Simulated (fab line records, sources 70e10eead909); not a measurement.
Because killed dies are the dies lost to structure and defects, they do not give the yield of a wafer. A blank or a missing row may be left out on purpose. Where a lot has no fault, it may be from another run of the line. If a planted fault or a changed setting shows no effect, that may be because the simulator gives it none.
A struck lot beside a sound one -- flow nand harc -- 17 steps out of a route of 1302
Sound: the wafers L298.3, L298.4, L298.6. Struck: wafer L307.3 (L307.4, L307.5, from the same lot, were not struck and are left out); the cause is given at the end.
Per side, at each step with rows, come the tool, then ch with its chambers, and then its first start. Under that, the readings that differ: sound wafers -- struck wafers -- difference of the means -- sigmas: that difference in standard deviations of wafers without a fault.
alike: words and numbers the same on both sides, and readings whose means are apart by under 2 such deviations; not compared: readings that were withheld, readings missing a value for some wafer, numbers with overlapping values and no deviation given by the record, and bounds like >300 which may hide the same value.
A row with sigmas, a row that says differs or no value, or rows on one side alone: a step with any of these is where the two part. Numbers that don't overlap but have no deviation are shown without sigmas and don't part them. Lack of a reading on every wafer of one side parts them only where that side has two or more wafers.

NHARC_P_GATE_CD_MEAS_46 targets a cd of 720 nm.
  sound on cd sem-01 ch 0, day 6 21:08; struck on cd sem-02 ch 0, day 10 20:32
  alike: cd nm
then, 1 step without rows for these wafers: NHARC_P_GATE_HARDBAKE_47 (time 80 s).
NHARC_P_GATE_DESCUM_48: chemistry O2, time 3 s.
  sound on rie diel-12 ch 0,3, day 6 21:17; struck on rie diel-01 ch 1, day 10 20:43
reading,sound,struck,difference,sigmas
mfc ar sccm (sccm),0.021 0.026 0.026,0,+0,-2
oes product au (a.u.),1.019 1.012 1.007,0.992,-0.021,-2
showerhead plenum p Torr (Torr),2.03 1.99 1.99,1.79,-0.21,-2
  alike: drypump motor current A, rf vpp V, throttle valve pct
  not compared: rf hours counter h
next, for these wafers, 1 step has no rows: NHARC_P_GATE_IMPLANT_49.
NHARC_P_GATE_STRIP_111: strips in N2/H2, time 250 s.
  sound on plasma asher-01 ch 0,1, day 6 21:44; struck on plasma asher-01 ch 0, day 10 21:11
reading,sound,struck,difference,sigmas
heater power w (W),96 83 96,77,-15,-2
  alike: drypump motor current A
  not compared: rf hours counter h
NHARC_P_GATE_STRIP_75: strips in O2.
  sound on plasma asher-01 ch 0,1, day 6 21:58; struck on plasma asher-01 ch 0, day 10 21:25
reading,sound,struck,difference,sigmas
heater power w (W),366 307 360,289,-55,-2
  alike: drypump motor current A
  not compared: rf hours counter h
then, 6 steps without rows for these wafers: NHARC_P_GATE_STRIP_50 (strips in SPM, time 900 s); NHARC_P_GATE_DEHYDRATE_51 (time 120 s); NHARC_P_GATE_HMDS_52 (time 30 s); NHARC_P_GATE_COAT_53; NHARC_P_GATE_SOFTBAKE_54 (time 95 s); NHARC_P_GATE_EBR_55.
NHARC_P_GATE_EXPOSE_56: exposes mask P PSD, target cd 720 nm.
  sound on krf scanner-02 ch 0, day 6 22:36; struck on krf scanner-02 ch 0, day 10 22:11
  alike: mask
then, 2 steps without rows for these wafers: NHARC_P_GATE_PEB_57 (peb time 85 s); NHARC_P_GATE_DEVELOP_58 (time 70 s).
NHARC_P_GATE_CD_MEAS_59 targets a cd of 720 nm.
  sound on cd sem-01 ch 0, day 6 22:45; struck on cd sem-01 ch 0, day 10 22:20
reading,sound,struck,difference,sigmas
cd nm (nm),724.5 719.5 723.9,750.1,+27.5,+14
then, 1 step without rows for these wafers: NHARC_P_GATE_HARDBAKE_60 (time 80 s).

## WHERE THEY PART
At NHARC_P_GATE_DESCUM_48 first; at NHARC_P_GATE_CD_MEAS_59 last (within this record only).

WHY: what the simulator had put in
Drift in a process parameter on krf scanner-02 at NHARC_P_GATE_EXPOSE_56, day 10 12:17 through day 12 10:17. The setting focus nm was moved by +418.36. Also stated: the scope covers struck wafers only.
